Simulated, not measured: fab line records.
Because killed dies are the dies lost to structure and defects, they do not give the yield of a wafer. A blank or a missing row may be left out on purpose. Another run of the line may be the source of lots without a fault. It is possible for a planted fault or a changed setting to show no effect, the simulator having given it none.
Matching of chambers ; flow n5-finfet ; N5_GATE_CUT_ETCH_36 on rie-diel-01 has 4 sister chambers
The step etches SiARC in CF4, target depth 13 nm, time 21.7 s. 14 wafers are shown with their chamber, then 7 later ones without.

WAFERS PAIRED WITH THEIR CHAMBERS
wafer;chamber;showerhead-plenum-p-Torr (Torr);throttle-valve-pct (%);drypump-motor-current-A (A)
L075.1;0;2.15;15.52;5.6
L075.4;2;2.10;15.26;5.7
L075.5;1;2.18;15.48;5.7
L083.1;0;2.15;15.54;5.6
L083.2;3;2.19;15.72;5.1
L083.4;2;2.10;15.28;5.7
L086.2;3;2.19;15.72;5.1
L086.3;2;2.09;15.30;5.7
L086.5;2;2.09;15.30;5.7
L087.2;3;2.19;15.74;5.1
L087.3;1;2.17;15.51;5.7
L087.6;0;2.15;15.56;5.6
L089.3;1;2.17;15.50;5.8
L089.5;3;2.19;15.73;5.2

SIGNATURES (averages over the wafers above)
reading;chamber 0;chamber 1;chamber 2;chamber 3;scatter within a chamber
showerhead-plenum-p-Torr;2.1500;2.1733;2.0950;2.1900;0.00408
throttle-valve-pct;15.5400;15.4967;15.2850;15.7275;0.0163
drypump-motor-current-A;5.600;5.733;5.700;5.125;0.0376
Rule: a wafer lies at a distance from a chamber equal to the root of the sum of squares, over the readings, of (its reading less the chamber's mean, divided by the reading's scatter). If the next closest chamber is less than 2 further off than the closest, the wafer can't be placed; otherwise it belongs to the closest. The scatter is the square root of a quotient: the sum, over the shown wafers, of each reading's squared deviation from its chamber's mean, divided by wafers minus chambers.

WAFERS MISSING THEIR CHAMBER
wafer;showerhead-plenum-p-Torr (Torr);throttle-valve-pct (%);drypump-motor-current-A (A)
L089.6;2.09;15.31;5.7
L090.2;2.17;15.50;5.7
L090.5;2.15;15.57;5.6
L090.6;2.17;15.50;5.7
L092.1;2.14;15.58;5.6
L092.4;2.09;15.32;5.7
L092.6;2.14;15.58;5.6

EACH ONE'S CHAMBER
wafer;from the rows above;in truth
L089.6;2;2
L090.2;1;1
L090.5;0;0
L090.6;1;1
L092.1;0;0
L092.4;2;2
L092.6;0;0
Placed correctly: 7 of 7. Can't be placed from these rows: 0. Placed wrongly: 0.
